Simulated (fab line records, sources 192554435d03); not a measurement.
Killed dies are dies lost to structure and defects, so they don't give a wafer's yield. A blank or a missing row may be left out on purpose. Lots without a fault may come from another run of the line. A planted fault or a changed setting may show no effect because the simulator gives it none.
fab line records | flow n5_finfet
record lots=24 wafers=72 last_day=18
route steps=1938 shown BEOL_M14@1762 BEOL_M15@1773
lots that met no fault: from a run of the same line without faults
start_h: hours from the record's first day to the start of the lot's first wafer shown | wait_h: hours since the lot's step before | " the same as in the row above | L1.1+2: a row that stands for several wafers | - no value, or no start given | * or withheld: withheld | < > ~ a bound
route shown NAME@n: a module of which the file shows steps, and the number in the route of the first | usual: mean/standard deviation of fault-free wafers | same: alike in all rows | chamber/n: place in a boat | sites: the reading at each site | _std_site: their standard deviation | _edge_site: outer sites' mean less inner sites' | radius_mm: how far each site lies from the wafer's centre | mask NAME#n: copy n | behind: the tool/chamber that last shaped the wafer | hold: why the lot was held/for how many hours/how that ended | device: the transistor (n, p or np) that didn't switch | end of line: the same wafers' tests at the end of the route | a step without rows: its recipe alone | killed: dies lost to structure and defects at the first sort, not the wafer's yield | map: a wafer's dies, x killed, . not, _ none there
set.NAME: the setting as run; set.NAME@STEP: as run at that earlier step | model.NAME: the simulator's own value behind a step, which no gauge read
steps of the route over a sample of lots; a table a step, a row a wafer
services: from which hour (start_h, from the record's first day; less than 0 if before it) a tool's chamber was out of use, for how many hours, and why
## steps
# step N5_BEOL_M14_SPUTTER_43
# recipe material=TaN target_thk_a=150 temp_c=50 bias_v=168.6 power_w=15000 chamber_pressure_pa=0.12 time_s=24.19
# usual throttle_valve_pct=30.0/0.73
# columns lot.wafer tool chamber start_h wait_h throttle_valve_pct
L075.3 pvd_sputter-02 - 219.95 0.0 29.7
L075.4 " - " " 30.8
L075.6 " - " " 30.9
L076.2 pvd_sputter-01 - 220.49 0.0 30.3
L076.4 " - " " 32.1
L076.5 " - " " 28.8
L074.1 pvd_sputter-03 - 227.97 0.0 30.0
L074.2 " - " " 29.6
L074.3 " - " " 29.7
L077.3 pvd_sputter-01 - 240.35 0.0 31.6
L077.4 " - " " 29.0
L077.6 " - " " 30.2
L078.2 pvd_sputter-01 - 245.10 0.0 30.3
L078.4 " - " " 28.9
L078.6 " - " " 30.1
L079.3 pvd_sputter-01 - 255.41 0.0 31.9
L079.4 " - " " 29.1
L079.5 " - " " 28.8
L082.1 pvd_sputter-03 - 326.00 0.0 29.9
L082.5 " - " " 29.5
L082.6 " - " " 29.8
L085.4 pvd_sputter-02 - 334.60 0.0 31.0
L085.5 " - " " 30.5
L085.6 " - " " 29.6
L083.2 pvd_sputter-01 - 338.57 0.0 30.1
L083.3 " - " " 28.9
L083.4 " - " " 31.9
L080.2 pvd_sputter-01 - 340.15 0.0 30.4
L080.3 " - " " 31.8
L080.4 " - " " 29.0
L086.1 pvd_sputter-03 - 343.40 0.0 30.4
L086.3 " - " " 29.3
L086.4 " - " " 29.6
L084.1 pvd_sputter-01 - 343.77 0.0 30.2
L084.2 " - " " 31.6
L084.4 " - " " 30.1
L088.3 pvd_sputter-02 - 350.72 0.0 31.2
L088.5 " - " " 30.6
L088.6 " - " " 29.8
L087.3 pvd_sputter-03 - 355.32 0.0 29.6
L087.5 " - " " 29.5
L087.6 " - " " 29.7
L089.3 pvd_sputter-03 - 355.96 0.0 29.7
L089.5 " - " " 29.8
L089.6 " - " " 29.6
L090.1 pvd_sputter-02 - 355.98 0.0 30.9
L090.4 " - " " 29.6
L090.6 " - " " 29.6
L091.1 pvd_sputter-03 - 359.40 0.0 29.4
L091.3 " - " " 29.9
L091.5 " - " " 29.3
L092.2 pvd_sputter-03 - 359.82 0.0 29.3
L092.4 " - " " 30.0
L092.5 " - " " 29.6
L093.2 pvd_sputter-03 - 371.99 0.0 29.6
L093.3 " - " " 29.8
L093.4 " - " " 29.9
L095.2 pvd_sputter-01 - 381.85 0.0 29.0
L095.5 " - " " 30.4
L095.6 " - " " 32.1
L094.2 pvd_sputter-01 - 382.41 0.0 30.0
L094.4 " - " " 30.1
L094.5 " - " " 29.3
L096.2 pvd_sputter-03 - 394.76 0.0 29.8
L096.3 " - " " 29.9
L096.5 " - " " 30.2
L081.1 pvd_sputter-01 - 400.34 0.0 30.1
L081.4 " - " " 29.2
L081.5 " - " " 28.9
L097.2 pvd_sputter-03 - 406.15 0.0 30.0
L097.3 " - " " 29.8
L097.5 " - " " 29.6
# step N5_BEOL_M14_THK_MEAS_50
# recipe thk_meas_gauge=xrf reads=Cu_of_BEOL_M14_ECD_47
# usual M14_THK=543/23
# columns lot.wafer tool chamber start_h wait_h M14_THK[nm]
L075.3 film_metro-01 - 221.02 - 539
L075.4 " - " " 567
L075.6 " - " " 539
L076.2 film_metro-01 - 221.55 - 534
L076.4 " - " " 560
L076.5 " - " " 538
L074.1 film_metro-01 - 229.04 - 576
L074.2 " - " " 539
L074.3 " - " " 540
L077.3 film_metro-01 - 241.45 - 559
L077.4 " - " " 539
L077.6 " - " " 540
L078.2 film_metro-02 - 246.17 - 539
L078.4 " - " " 495
L078.6 " - " " 497
L079.3 film_metro-02 - 256.47 - 577
L079.4 " - " " 495
L079.5 " - " " 541
L082.1 film_metro-02 - 327.07 - 547
L082.5 " - " " 559
L082.6 " - " " 550
L085.4 film_metro-01 - 335.67 - 543
L085.5 " - " " 541
L085.6 " - " " 567
L083.2 film_metro-01 - 339.81 - 550
L083.3 " - " " 537
L083.4 " - " " 583
L080.2 film_metro-01 - 341.25 - 560
L080.3 " - " " 557
L080.4 " - " " 538
L086.1 film_metro-01 - 344.65 - 494
L086.3 " - " " 549
L086.4 " - " " 584
L084.1 film_metro-01 - 345.04 - 495
L084.2 " - " " 527
L084.4 " - " " 566
L088.3 film_metro-01 - 351.96 - 544
L088.5 " - " " 557
L088.6 " - " " 545
L087.3 film_metro-02 - 356.38 - 532
L087.5 " - " " 561
L087.6 " - " " 533
L089.3 film_metro-01 - 357.14 - 576
L089.5 " - " " 575
L089.6 " - " " 530
L090.1 film_metro-02 - 357.30 - 484
L090.4 " - " " 485
L090.6 " - " " 566
L091.1 film_metro-02 - 361.32 - 533
L091.3 " - " " 560
L091.5 " - " " 540
L092.2 film_metro-01 - 361.61 - 523
L092.4 " - " " 528
L092.5 " - " " 493
L093.2 film_metro-01 - 373.09 - 532
L093.3 " - " " 560
L093.4 " - " " 551
L095.2 film_metro-01 - 382.97 - 572
L095.5 " - " " 571
L095.6 " - " " 528
L094.2 film_metro-01 - 383.47 - 532
L094.4 " - " " 555
L094.5 " - " " 552
L096.2 film_metro-01 - 395.81 - 556
L096.3 " - " " 548
L096.5 " - " " 552
L081.1 film_metro-02 - 401.41 - 517
L081.4 " - " " 523
L081.5 " - " " 563
L097.2 film_metro-02 - 407.22 - 536
L097.3 " - " " 542
L097.5 " - " " 549
# step N5_BEOL_M15_ILD_DEP_00
# recipe material=SiO2 target_thk_a=16293 temp_c=400 precursor=TEOS/O2 pressure_torr=6.5 rf_w=900 teos_flow_sccm=161.4 gas=O2 flow_sccm=2650 time_s=346.1
# usual heater_power_w=542/92 showerhead_plenum_p_Torr=8.35/0.037 throttle_valve_pct=18.4/1
# columns lot.wafer tool chamber start_h wait_h heater_power_w showerhead_plenum_p_Torr throttle_valve_pct
L075.3 pecvd-02 2 221.21 0.0 650 8.35 17.4
L075.4 " 2 " " 728 8.37 17.7
L075.6 " 0 " " 564 8.32 19.0
L076.2 pecvd-03 2 221.77 0.0 440 8.37 17.0
L076.4 " 1 " " 503 8.29 18.4
L076.5 " 0 " " 449 8.28 18.7
L074.1 pecvd-04 1 229.23 0.0 589 8.38 20.4
L074.2 " 2 " " 492 8.36 18.3
L074.3 " 0 " " 503 8.36 17.4
L077.3 pecvd-02 1 241.64 0.0 584 8.36 18.4
L077.4 " 0 " " 564 8.35 18.8
L077.6 " 2 " " 595 8.38 17.7
L078.2 pecvd-04 0 246.38 0.0 482 8.33 17.2
L078.4 " 2 " " 545 8.37 18.4
L078.6 " 1 " " 463 8.40 20.3
L079.3 pecvd-02 1 256.77 0.1 643 8.36 18.8
L079.4 " 0 " " 731 8.33 18.9
L079.5 " 0 " " 582 8.33 19.0
L082.1 pecvd-04 0 327.26 0.0 529 8.37 17.7
L082.5 " 2 " " 409 8.38 18.1
L082.6 " 0 " " 397 8.36 17.4
L085.4 pecvd-03 2 336.00 0.1 426 8.37 17.1
L085.5 " 2 " " 537 8.38 17.4
L085.6 " 0 " " 450 8.29 18.9
L083.2 pecvd-04 1 340.00 0.0 577 8.38 20.6
L083.3 " 0 " " 433 8.34 17.6
L083.4 " 0 " " 514 8.34 17.5
L080.2 pecvd-02 2 341.44 0.0 716 8.38 17.2
L080.3 " 1 " " 657 8.37 18.5
L080.4 " 0 " " 578 8.34 18.9
L086.1 pecvd-04 1 344.87 0.0 603 8.40 20.4
L086.3 " 2 " " 481 8.35 18.8
L086.4 " 1 " " 469 8.39 20.5
L084.1 pecvd-04 0 345.26 0.0 416 8.34 17.6
L084.2 " 2 " " 542 8.36 18.5
L084.4 " 2 " " 397 8.38 18.8
L088.3 pecvd-02 1 352.21 0.0 568 8.37 18.6
L088.5 " 0 " " 728 8.34 18.9
L088.6 " 2 " " 559 8.36 17.8
L087.3 pecvd-04 1 356.57 0.0 478 8.39 20.4
L087.5 " 1 " " 585 8.40 20.4
L087.6 " 0 " " 393 8.36 17.8
L089.3 pecvd-03 2 357.33 0.0 559 8.38 17.1
L089.5 " 0 " " 453 8.28 18.7
L089.6 " 2 " " 427 8.40 17.0
L090.1 pecvd-04 0 357.49 0.0 476 8.37 17.6
L090.4 " 1 " " 471 8.36 20.4
L090.6 " 2 " " 406 8.35 18.4
L091.1 pecvd-02 0 361.51 0.0 717 8.33 18.9
L091.3 " 1 " " 561 8.35 18.8
L091.5 " 0 " " 574 8.35 19.0
L092.2 pecvd-04 1 361.80 0.0 622 8.39 20.5
L092.4 " 2 " " 419 8.38 18.7
L092.5 " 1 " " 458 8.36 20.6
L093.2 pecvd-03 1 373.29 0.0 583 8.27 16.8
L093.3 " 2 " " 561 8.37 17.4
L093.4 " 0 " " 588 8.27 18.8
L095.2 pecvd-03 0 383.16 0.0 557 8.27 18.8
L095.5 " 0 " " 445 8.27 18.6
L095.6 " 2 " " 533 8.39 17.3
L094.2 pecvd-04 0 383.66 0.0 542 8.35 17.8
L094.4 " 2 " " 535 8.38 18.4
L094.5 " 2 " " 419 8.38 18.7
L096.2 pecvd-02 2 396.01 0.0 752 8.38 17.7
L096.3 " 1 " " 601 8.35 18.7
L096.5 " 0 " " 714 8.36 19.0
L081.1 pecvd-02 1 401.60 0.0 610 8.36 18.8
L081.4 " 1 " " 497 8.37 18.8
L081.5 " 2 " " 584 8.38 17.7
L097.2 pecvd-03 1 407.42 0.0 563 8.28 16.6
L097.3 " 2 " " 494 8.40 17.6
L097.5 " 0 " " 445 8.28 18.6
# step N5_BEOL_M15_ETCH_61
# recipe chemistry=N2/H2 target=BARC target_depth_a=890 overetch_a=267 time_s=67.9 ion_energy_ev=200 pressure_mtorr=30 source_w=840 bias_w=150 n2_flow_sccm=200 h2_flow_sccm=200
# usual drypump_motor_current_A=5.7/0.43 oes_product_au=0.69/0.075 rf_vpp_V=524.3/2.8 showerhead_plenum_p_Torr=2.56/0.099 throttle_valve_pct=17.97/0.28
# columns lot.wafer tool chamber start_h wait_h drypump_motor_current_A oes_product_au rf_hours_counter_h rf_vpp_V showerhead_plenum_p_Torr throttle_valve_pct
L075.3 rie_diel-01 1 223.84 0.0 5.2 0.59 - 525.2 2.63 18.20
L075.4 " 3 " " 6.4 0.75 - 526.5 2.61 17.53
L075.6 " 3 " " 6.4 0.76 - 525.0 2.61 17.54
L076.2 rie_diel-06 3 224.18 0.0 5.1 0.79 22 522.1 2.51 17.81
L076.4 " 3 " " 5.1 0.78 - 522.2 2.51 17.80
L076.5 " 2 " " 6.2 0.59 - 526.2 2.62 17.86
L074.1 rie_diel-01 2 232.45 0.0 5.5 0.61 229 524.9 2.60 18.09
L074.2 " 1 " " 5.2 0.59 231 525.8 2.62 18.22
L074.3 " 0 " " 5.9 0.80 1 524.4 2.54 18.14
L077.3 rie_diel-06 0 244.04 0.0 5.5 0.75 29 522.9 2.48 17.76
L077.4 " 3 " " 5.1 0.76 31 521.1 2.50 17.84
L077.6 " 1 " " 5.2 0.68 - 527.2 2.66 18.08
L078.2 rie_diel-06 1 250.53 0.0 5.2 0.67 93 526.1 2.66 18.08
L078.4 " 0 " " 5.5 0.75 31 523.3 2.48 17.75
L078.6 " 1 " " 5.3 0.67 - 527.5 2.66 18.08
L079.3 rie_diel-06 1 258.95 0.0 5.3 0.67 96 528.0 2.66 18.10
L079.4 " 2 " " 6.2 0.57 240 525.4 2.61 17.89
L079.5 " 1 " " 5.2 0.68 - 527.7 2.66 18.08
L082.1 rie_diel-02 1 329.70 0.0 5.8 0.61 192 522.0 2.52 17.85
L082.5 " 2 " " 5.7 0.74 - 528.4 2.70 18.13
L082.6 " 1 " " 5.8 0.61 - 524.2 2.52 17.84
L085.4 rie_diel-01 2 338.28 0.0 5.5 0.83 2 526.3 2.59 17.80
L085.5 " 3 " " 6.4 0.70 - 527.0 2.59 17.62
L085.6 " 0 " " 5.9 0.73 - 522.0 2.52 18.21
L083.2 rie_diel-01 3 342.59 0.0 6.4 0.69 58 524.8 2.59 17.61
L083.3 " 2 " " 5.5 0.83 4 526.4 2.59 17.81
L083.4 " 1 " " 5.2 0.82 11 524.4 2.61 17.78
L080.2 rie_diel-02 3 343.78 0.0 6.3 0.63 163 518.1 2.32 18.07
L080.3 " 0 " " 5.7 0.61 211 525.0 2.66 18.51
L080.4 " 1 " " 5.8 0.60 196 522.7 2.52 17.84
L086.1 rie_diel-06 3 347.22 0.0 5.1 0.72 64 522.3 2.49 17.90
L086.3 " 0 " " 5.5 0.71 62 522.8 2.46 17.82
L086.4 " 1 " " 5.2 0.65 125 527.1 2.64 18.14
L084.1 rie_diel-02 0 347.73 0.0 5.6 0.61 213 525.9 2.66 18.50
L084.2 " 2 " " 5.7 0.74 63 527.0 2.70 18.13
L084.4 " 1 " " 5.8 0.61 197 524.3 2.52 17.83
L088.3 rie_diel-02 3 354.47 0.0 6.3 0.63 165 517.7 2.32 18.06
L088.5 " 3 " " 6.3 0.63 - 517.9 2.32 18.06
L088.6 " 0 " " 5.7 0.61 - 525.5 2.66 18.50
L087.3 rie_diel-01 0 358.99 0.0 5.9 0.71 46 523.6 2.52 18.23
L087.5 " 0 " " 5.9 0.72 - 521.6 2.52 18.22
L087.6 " 1 " " 5.2 0.81 - 525.1 2.61 17.79
L089.3 rie_diel-06 0 360.50 0.0 5.5 0.70 66 521.1 2.46 17.83
L089.5 " 2 " " 6.2 0.80 - 524.5 2.61 17.45
L089.6 " 3 " " 5.1 0.72 - 522.3 2.49 17.90
L090.1 rie_diel-02 2 360.93 0.0 5.7 0.73 67 527.8 2.70 18.15
L090.4 " 1 " " 5.8 0.60 202 522.1 2.52 17.86
L090.6 " 2 " " 5.7 0.73 - 527.8 2.70 18.15
L091.1 rie_diel-06 1 364.13 0.0 5.2 0.65 130 525.7 2.64 18.16
L091.3 " 2 " " 6.2 0.79 11 524.1 2.60 17.48
L091.5 " 0 " " 5.5 0.70 - 523.1 2.46 17.83
L092.2 rie_diel-06 3 364.38 0.0 5.1 0.72 69 521.4 2.49 17.89
L092.4 " 1 " " 5.2 0.65 130 527.0 2.64 18.14
L092.5 " 2 " " 6.2 0.79 - 526.9 2.60 17.47
L093.2 rie_diel-02 1 375.77 0.0 5.8 0.60 206 524.4 2.52 17.86
L093.3 " 3 " " 6.3 0.62 172 516.6 2.32 18.08
L093.4 " 2 " " 5.7 0.73 71 527.9 2.70 18.14
L095.2 rie_diel-06 2 385.73 0.0 6.2 0.78 17 525.7 2.60 17.46
L095.5 " 1 " " 5.2 0.64 - 527.0 2.64 18.16
L095.6 " 2 " " 6.2 0.78 - 526.0 2.60 17.46
L094.2 rie_diel-01 3 386.17 0.0 6.3 0.69 72 525.0 2.58 17.62
L094.4 " 2 " " 5.5 0.79 19 524.8 2.58 17.84
L094.5 " 1 " " 5.2 0.79 - 524.4 2.60 17.82
L096.2 rie_diel-02 2 398.47 0.0 5.8 0.72 77 528.1 2.70 18.16
L096.3 " 0 " " 5.7 0.59 228 526.8 2.65 18.52
L096.5 " 0 " " 5.7 0.60 - 527.4 2.65 18.52
L081.1 rie_diel-02 0 404.10 0.0 5.7 0.60 229 525.7 2.65 18.54
L081.4 " 1 " " 5.8 0.59 214 522.3 2.51 17.88
L081.5 " 3 " " 6.3 0.62 - 518.0 2.32 18.08
L097.2 rie_diel-01 3 409.77 0.0 6.4 0.69 79 525.3 2.58 17.63
L097.3 " 2 " " 5.5 0.77 26 525.8 2.58 17.83
L097.5 " 0 " " 5.9 0.70 - 522.9 2.51 18.27
# step N5_BEOL_M15_STRIP_36
# recipe chemistry=O2 power_w=600 temp_c=60 pressure_mtorr=30 rf_frequency_hz=6e+07 bias_power_w=0 overash_fraction=0.3 o2_flow_sccm=225
# usual drypump_motor_current_A=5.6/0.44 o2_flow_sccm=224.9/0.73 oes_product_au=0.83/0.086 rf_vpp_V=3.7/0.98 showerhead_plenum_p_Torr=2.11/0.062 throttle_valve_pct=16.56/0.26
# columns lot.wafer tool chamber start_h wait_h drypump_motor_current_A o2_flow_sccm oes_product_au rf_hours_counter_h rf_vpp_V showerhead_plenum_p_Torr throttle_valve_pct
L075.3 rie_diel-01 1 225.27 1.1 5.2 223.9 0.67 227 3.6 2.14 16.81
L075.4 " 2 " " 5.5 224.9 0.72 - 3.2 2.16 16.96
L075.6 " 1 " " 5.2 224.7 0.67 - 4.5 2.14 16.82
L076.2 rie_diel-01 1 225.67 1.2 5.2 224.1 0.68 228 2.7 2.14 16.82
L076.4 " 2 " " 5.5 225.9 0.70 - 4.7 2.16 16.92
L076.5 " 1 " " 5.2 226.1 0.68 - 2.2 2.14 16.82
L074.1 rie_diel-06 1 234.07 1.4 5.2 226.1 0.79 88 4.9 2.19 16.83
L074.2 " 3 " " 5.1 224.2 0.93 27 4.7 2.03 16.46
L074.3 " 2 " " 6.2 225.0 0.67 231 4.3 2.18 16.68
L077.3 rie_diel-01 2 244.36 0.1 5.5 224.7 0.70 233 3.8 2.16 16.90
L077.4 " 0 " " 5.9 225.8 0.92 6 3.3 2.05 16.59
L077.6 " 2 " " 5.5 225.4 0.70 - 2.9 2.16 16.97
L078.2 rie_diel-06 3 254.69 3.9 5.1 225.0 0.91 34 4.0 2.03 16.51
L078.4 " 0 " " 5.5 225.5 0.88 32 2.7 2.04 16.51
L078.6 " 0 " " 5.5 224.0 0.88 - 5.2 2.04 16.49
L079.3 rie_diel-06 3 261.91 2.7 5.1 225.7 0.90 36 2.5 2.03 16.48
L079.4 " 0 " " 5.5 226.3 0.88 34 4.1 2.04 16.46
L079.5 " 0 " " 5.5 225.6 0.87 - 3.4 2.04 16.48
L082.1 rie_diel-01 1 330.19 0.3 5.2 225.2 0.94 7 4.0 2.12 16.38
L082.5 " 0 " " 5.9 226.0 0.85 - 3.3 2.04 16.61
L082.6 " 1 " " 5.2 224.7 0.93 - 3.5 2.13 16.33
L085.4 rie_diel-06 0 339.31 0.8 5.5 225.5 0.85 59 3.9 2.03 16.52
L085.5 " 1 " " 5.2 225.6 0.75 - 3.3 2.18 16.94
L085.6 " 0 " " 5.5 225.5 0.83 - 5.0 2.03 16.55
L083.2 rie_diel-06 2 346.46 3.6 6.2 223.8 0.96 4 2.6 2.17 16.25
L083.3 " 1 " " 5.2 225.4 0.75 124 4.1 2.18 16.89
L083.4 " 3 " " 5.1 224.9 0.85 63 3.6 2.02 16.55
L080.2 rie_diel-01 0 346.79 2.8 5.9 225.0 0.86 42 3.6 2.03 16.62
L080.3 " 1 " " 5.2 225.8 0.93 13 3.3 2.12 16.38
L080.4 " 2 " " 5.5 224.0 0.97 6 3.5 2.15 16.60
L086.1 rie_diel-01 0 348.61 1.1 5.9 225.0 0.86 43 4.8 2.03 16.62
L086.3 " 2 " " 5.5 224.9 0.95 7 2.3 2.15 16.61
L086.4 " 3 " " 6.4 225.8 0.79 61 4.7 2.10 16.12
L084.1 rie_diel-06 3 349.66 1.7 5.1 224.1 0.85 64 4.3 2.02 16.54
L084.2 " 1 " " 5.2 223.9 0.75 126 1.3 2.18 16.93
L084.4 " 0 " " 5.5 225.7 0.84 63 4.7 2.03 16.53
L088.3 rie_diel-01 2 354.97 0.3 5.5 224.9 0.93 9 3.5 2.15 16.61
L088.5 " 1 " " 5.1 224.3 0.92 - 2.3 2.12 16.37
L088.6 " 0 " " 5.9 224.7 0.83 - 2.9 2.03 16.63
L087.3 rie_diel-01 1 361.11 1.9 5.2 224.5 0.91 19 4.1 2.12 16.35
L087.5 " 1 " " 5.2 224.1 0.90 - 4.3 2.12 16.36
L087.6 " 2 " " 5.5 225.4 0.94 - 3.7 2.15 16.61
L089.3 rie_diel-06 1 371.60 10.9 5.2 224.9 0.75 131 1.7 2.18 16.93
L089.5 " 1 " " 5.2 224.7 0.75 - 3.9 2.18 16.91
L089.6 " 0 " " 5.5 224.9 0.83 - 4.2 2.03 16.56
L090.1 rie_diel-01 1 375.59 14.4 5.2 225.0 0.91 23 2.1 2.12 16.38
L090.4 " 2 " " 5.5 226.2 0.93 15 4.9 2.15 16.60
L090.6 " 0 " " 5.9 223.9 0.85 - 3.5 2.03 16.65
L091.1 rie_diel-06 3 375.67 11.3 5.1 224.9 0.86 71 4.2 2.02 16.55
L091.3 " 0 " " 5.5 225.4 0.83 70 6.5 2.03 16.55
L091.5 " 1 " " 5.3 225.7 0.75 - 2.9 2.18 16.90
L092.2 rie_diel-01 1 378.57 14.0 5.2 225.7 0.92 24 4.0 2.12 16.38
L092.4 " 0 " " 5.9 223.8 0.85 52 2.3 2.03 16.62
L092.5 " 1 " " 5.2 224.9 0.91 - 3.8 2.12 16.36
L093.2 rie_diel-06 0 378.65 2.6 5.5 225.9 0.83 71 2.6 2.03 16.52
L093.3 " 2 " " 6.2 223.7 0.94 15 3.1 2.17 16.26
L093.4 " 1 " " 5.2 225.7 0.74 133 4.0 2.18 16.96
L095.2 rie_diel-01 2 386.38 0.4 5.5 223.8 0.93 19 5.2 2.15 16.61
L095.5 " 3 " " 6.4 225.2 0.79 - 5.1 2.09 16.11
L095.6 " 2 " " 5.5 223.6 0.91 - 4.8 2.15 16.63
L094.2 rie_diel-06 0 386.79 0.4 5.5 226.2 0.84 74 3.6 2.02 16.54
L094.4 " 2 " " 6.2 224.6 0.91 18 3.2 2.16 16.29
L094.5 " 1 " " 5.2 225.1 0.74 - 3.8 2.18 16.92
L096.2 rie_diel-01 3 400.96 2.3 6.3 224.6 0.80 77 3.0 2.09 16.12
L096.3 " 1 " " 5.2 224.8 0.88 32 6.3 2.12 16.39
L096.5 " 3 " " 6.4 222.9 0.80 - 5.3 2.09 16.13
L081.1 rie_diel-02 2 405.09 0.8 5.7 225.8 0.84 79 3.1 2.22 16.73
L081.4 " 1 " " 5.8 224.6 0.69 214 4.1 2.08 16.73
L081.5 " 0 " " 5.7 225.4 0.70 - 3.4 2.15 17.05
L097.2 rie_diel-06 3 416.21 6.2 5.1 225.4 0.84 82 4.8 2.02 16.56
L097.3 " 2 " " 6.2 225.5 0.91 22 3.4 2.16 16.28
L097.5 " 2 " " 6.2 224.5 0.91 - 4.9 2.16 16.27
# step N5_BEOL_M15_SPUTTER_43
# recipe material=TaN target_thk_a=150 temp_c=50 bias_v=168.6 power_w=15000 chamber_pressure_pa=0.12 time_s=24.19
# usual throttle_valve_pct=30.0/0.7
# columns lot.wafer tool chamber start_h wait_h throttle_valve_pct
L075.3 pvd_sputter-01 - 226.06 0.0 30.2
L075.4 " - " " 32.0
L075.6 " - " " 30.4
L076.2 pvd_sputter-01 - 226.38 0.0 31.7
L076.4 " - " " 28.9
L076.5 " - " " 32.0
L074.1 pvd_sputter-01 - 234.49 0.0 30.2
L074.2 " - " " 31.9
L074.3 " - " " 30.2
L077.3 pvd_sputter-03 - 246.82 0.0 29.3
L077.4 " - " " 29.7
L077.6 " - " " 29.8
L078.2 pvd_sputter-02 - 255.44 0.0 30.9
L078.4 " - " " 30.1
L078.6 " - " " 29.9
L079.3 pvd_sputter-02 - 262.47 0.0 30.0
L079.4 " - " " 31.0
L079.5 " - " " 29.7
L082.1 pvd_sputter-02 - 330.90 0.0 29.7
L082.5 " - " " 29.7
L082.6 " - " " 29.8
L085.4 pvd_sputter-02 - 340.04 0.0 29.7
L085.5 " - " " 30.8
L085.6 " - " " 29.8
L083.2 pvd_sputter-02 - 347.20 0.0 30.1
L083.3 " - " " 30.2
L083.4 " - " " 31.1
L080.2 pvd_sputter-01 - 347.55 0.0 29.1
L080.3 " - " " 31.9
L080.4 " - " " 30.1
L086.1 pvd_sputter-03 - 349.50 0.0 29.7
L086.3 " - " " 30.1
L086.4 " - " " 29.7
L084.1 pvd_sputter-02 - 350.32 0.0 30.0
L084.2 " - " " 31.0
L084.4 " - " " 29.9
L088.3 pvd_sputter-03 - 355.64 0.0 29.6
L088.5 " - " " 29.5
L088.6 " - " " 29.5
L087.3 pvd_sputter-03 - 361.53 0.0 29.4
L087.5 " - " " 29.8
L087.6 " - " " 29.9
L089.3 pvd_sputter-03 - 372.41 0.0 29.8
L089.5 " - " " 30.0
L089.6 " - " " 29.3
L090.1 pvd_sputter-02 - 376.43 0.0 29.8
L090.4 " - " " 29.7
L090.6 " - " " 30.1
L091.1 pvd_sputter-01 - 376.57 0.0 32.0
L091.3 " - " " 30.2
L091.5 " - " " 30.0
L092.2 pvd_sputter-03 - 379.41 0.0 29.7
L092.4 " - " " 29.8
L092.5 " - " " 29.7
L093.2 pvd_sputter-03 - 379.73 0.0 29.5
L093.3 " - " " 29.8
L093.4 " - " " 30.1
L095.2 pvd_sputter-01 - 386.99 0.0 30.3
L095.5 " - " " 28.8
L095.6 " - " " 30.2
L094.2 pvd_sputter-01 - 387.31 0.0 30.3
L094.4 " - " " 29.0
L094.5 " - " " 28.6
L096.2 pvd_sputter-01 - 403.22 0.0 31.5
L096.3 " - " " 30.4
L096.5 " - " " 31.8
L081.1 pvd_sputter-03 - 405.67 0.0 29.6
L081.4 " - " " 29.4
L081.5 " - " " 29.7
L097.2 pvd_sputter-03 - 417.07 0.0 29.8
L097.3 " - " " 30.2
L097.5 " - " " 29.3
## services
# columns tool chamber start_h hours kind
pecvd-02 2 196.13 23.6 repair
rie_diel-02 1 196.13 24.9 repair
pvd_sputter-01 - 200.17 1.1 repair
rie_diel-01 2 218.89 6.3 repair
rie_diel-06 2 227.39 4.3 repair
rie_diel-06 1 244.69 4.1 repair
pecvd-02 2 250.05 17.9 repair
pecvd-03 - 258.91 2.8 pm
rie_diel-01 3 282.73 4.1 repair
pecvd-03 - 284.92 28.1 pm
rie_diel-06 2 299.52 - clean
rie_diel-06 2 299.52 - consumable_replace:focus_ring
rie_diel-06 2 299.52 35.5 scheduled_down
rie_diel-01 0 304.06 1.6 repair
rie_diel-06 - 331.06 0.5 repair
pecvd-04 - 346.76 2.3 repair
pvd_sputter-02 - 356.72 4.6 repair
rie_diel-06 1 357.97 1.8 repair
pecvd-02 - 368.78 2.8 pm
rie_diel-06 3 387.86 1.3 repair
pvd_sputter-01 - 389.51 6.7 repair
rie_diel-06 2 395.30 9.7 repair
pvd_sputter-01 - 411.63 4.1 repair
rie_diel-02 0 415.41 4.5 repair
## key
fault none
